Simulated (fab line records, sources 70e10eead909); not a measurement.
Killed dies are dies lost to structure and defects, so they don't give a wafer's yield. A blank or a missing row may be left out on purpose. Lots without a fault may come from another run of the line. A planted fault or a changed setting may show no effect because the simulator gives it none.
Which tool did it? | flow nand_harc | 24 lots, 72 wafers sampled, at 2 steps of a route of 1159

WHAT THE GAUGES READ, wafer by wafer
NHARC_P_STI_OCD_MEAS_17. Usual: trench_depth_nm 301 nm, standard deviation 4.4; trench_foot_cd_nm 158.6 nm, standard deviation 2.4.
lot  | measured    | on     | trench_depth_nm (nm) | trench_foot_cd_nm (nm) | flag
L074 | day 2 15:43 | ocd-02 | 300 311 303          | 159.1 156.6 158.6      |
L075 | day 2 18:22 | ocd-02 | 298 301 302          | 157.9 158.6 162.4      |
L076 | day 3 06:22 | ocd-01 | 303 299 300          | 157.3 154.1 158.3      |
L077 | day 3 06:31 | ocd-02 | 310 305 301          | 156.8 160.1 158.9      |
L078 | day 3 12:47 | ocd-02 | 300 294 299          | 162.2 160.2 159.1      |
L079 | day 4 04:49 | ocd-02 | 299 302 297          | 155.1 161.7 157.5      |
L080 | day 4 04:58 | ocd-02 | 301 302 300          | 155.4 156.2 155.3      |
L081 | day 4 04:50 | ocd-01 | 299 298 295          | 158.8 157.7 160.1      |
L082 | day 4 12:50 | ocd-01 | 295 298 294          | 156.1 161.1 157.4      |
L083 | day 4 21:04 | ocd-02 | 298 295 300          | 161.6 161.8 160.2      |
L084 | day 4 20:55 | ocd-01 | 297 297 295          | 159.9 163.6 160.8      |
L085 | day 5 08:32 | ocd-01 | 301 298 304          | 156.4 156.7 154.0      |
L086 | day 5 08:37 | ocd-02 | 303 301 301          | 160.5 156.8 158.4      |
L087 | day 5 19:02 | ocd-01 | 304 301 304          | 154.1 160.8 156.3      |
L088 | day 5 23:31 | ocd-02 | 297 296 298          | 161.6 158.7 157.8      |
L089 | day 6 06:49 | ocd-01 | 303 297 304          | 155.0 158.0 152.5      |
L090 | day 6 11:40 | ocd-01 | 299 294 294          | 158.2 156.6 160.7      |
L091 | day 6 17:58 | ocd-01 | 305 308 305          | 157.0 162.1 158.4      |
L092 | day 7 02:10 | ocd-02 | 299 300 297          | 160.1 166.0 167.0      |
L093 | day 7 02:23 | ocd-01 | 312 310 306          | 157.7 156.0 157.4      |
L094 | day 7 13:04 | ocd-02 | 294 302 301          | 159.6 157.4 159.1      |
L095 | day 7 17:29 | ocd-02 | 305 305 305          | 161.7 156.2 160.4      |
L096 | day 8 01:39 | ocd-01 | 304 300 297          | 159.5 160.2 161.0      |
L097 | day 8 08:47 | ocd-02 | 308 308 311          | 156.3 159.9 157.8      |

WHICH TOOL RAN EACH LOT (tool, then ch and the chambers of the sampled wafers, then the start)
lot  | NHARC_P_ZERO_WELL_RTA_42
L074 | rtp_anneal-01 ch 0, day 1 19:04
L075 | rtp_anneal-02 ch 0, day 2 00:54
L076 | rtp_anneal-01 ch 0, day 2 10:37
L077 | rtp_anneal-01 ch 0, day 2 13:10
L078 | rtp_anneal-02 ch 0, day 2 18:45
L079 | rtp_anneal-01 ch 0, day 3 01:04
L080 | rtp_anneal-02 ch 0, day 3 06:47
L081 | rtp_anneal-02 ch 0, day 3 12:52
L082 | rtp_anneal-02 ch 0, day 3 19:08
L083 | rtp_anneal-01 ch 0, day 4 00:45
L084 | rtp_anneal-02 ch 0, day 4 06:40
L085 | rtp_anneal-02 ch 0, day 4 12:32
L086 | rtp_anneal-01 ch 0, day 4 18:40
L087 | rtp_anneal-02 ch 0, day 5 01:05
L088 | rtp_anneal-02 ch 0, day 5 06:55
L089 | rtp_anneal-01 ch 0, day 5 13:02
L090 | rtp_anneal-01 ch 0, day 5 19:02
L091 | rtp_anneal-02 ch 0, day 6 01:08
L092 | rtp_anneal-02 ch 0, day 6 07:06
L093 | rtp_anneal-01 ch 0, day 6 12:53
L094 | rtp_anneal-02 ch 0, day 6 18:59
L095 | rtp_anneal-02 ch 0, day 7 00:58
L096 | rtp_anneal-01 ch 0, day 7 06:51
L097 | rtp_anneal-02 ch 0, day 7 13:01
- NHARC_P_ZERO_WELL_RTA_42: time 300 s.

WHAT THE TOOLS THEMSELVES READ (means of the sampled wafers that have a number; where no wafer has one, the mark that the record gives instead)
NHARC_P_ZERO_WELL_RTA_42. Usual: lamp_power_pct 34.8 %, standard deviation 1.3; wafer_temp_C_max 1106.9, standard deviation 2.6.
lot  | tool          | lamp_power_pct (%) | wafer_temp_C_max | flag
L074 | rtp_anneal-01 | 33.2               | 1109.4           |
L075 | rtp_anneal-02 | 35.8               | 1105.6           |
L076 | rtp_anneal-01 | 33.2               | 1110.0           |
L077 | rtp_anneal-01 | 33.2               | 1110.0           |
L078 | rtp_anneal-02 | 35.9               | 1105.0           |
L079 | rtp_anneal-01 | 33.1               | 1109.4           |
L080 | rtp_anneal-02 | 35.9               | 1105.2           |
L081 | rtp_anneal-02 | 35.9               | 1105.9           |
L082 | rtp_anneal-02 | 35.9               | 1105.5           |
L083 | rtp_anneal-01 | 33.2               | 1109.4           |
L084 | rtp_anneal-02 | 35.8               | 1104.1           |
L085 | rtp_anneal-02 | 35.8               | 1105.4           |
L086 | rtp_anneal-01 | 33.2               | 1108.9           |
L087 | rtp_anneal-02 | 35.9               | 1105.1           |
L088 | rtp_anneal-02 | 35.8               | 1105.3           |
L089 | rtp_anneal-01 | 33.2               | 1108.6           |
L090 | rtp_anneal-01 | 33.2               | 1109.4           |
L091 | rtp_anneal-02 | 35.9               | 1105.1           |
L092 | rtp_anneal-02 | 35.8               | 1104.7           |
L093 | rtp_anneal-01 | 33.2               | 1111.3           |
L094 | rtp_anneal-02 | 35.9               | 1104.3           |
L095 | rtp_anneal-02 | 35.9               | 1104.6           |
L096 | rtp_anneal-01 | 33.2               | 1110.2           |
L097 | rtp_anneal-02 | 35.8               | 1105.2           |

THE ANSWER, worked out from the rows above alone
Rule: a lot is off if the mean of its wafers that have a number lies more than 3 standard deviations from the usual mean. A lot without any number at a reading at which 4 lots or more have one is off too. The other lots that the step has rows for count as sound. The gauges are gone through in route order, then the tools' own readings, and for those a lot's mean is taken as printed above. The first step at which some lot is off is used, and at that step the reading that is off furthest; a lot without a number counts as furthest.
No lot is off at any reading shown: from this, nothing can be told.

WHAT THE SIMULATOR HAD PUT IN
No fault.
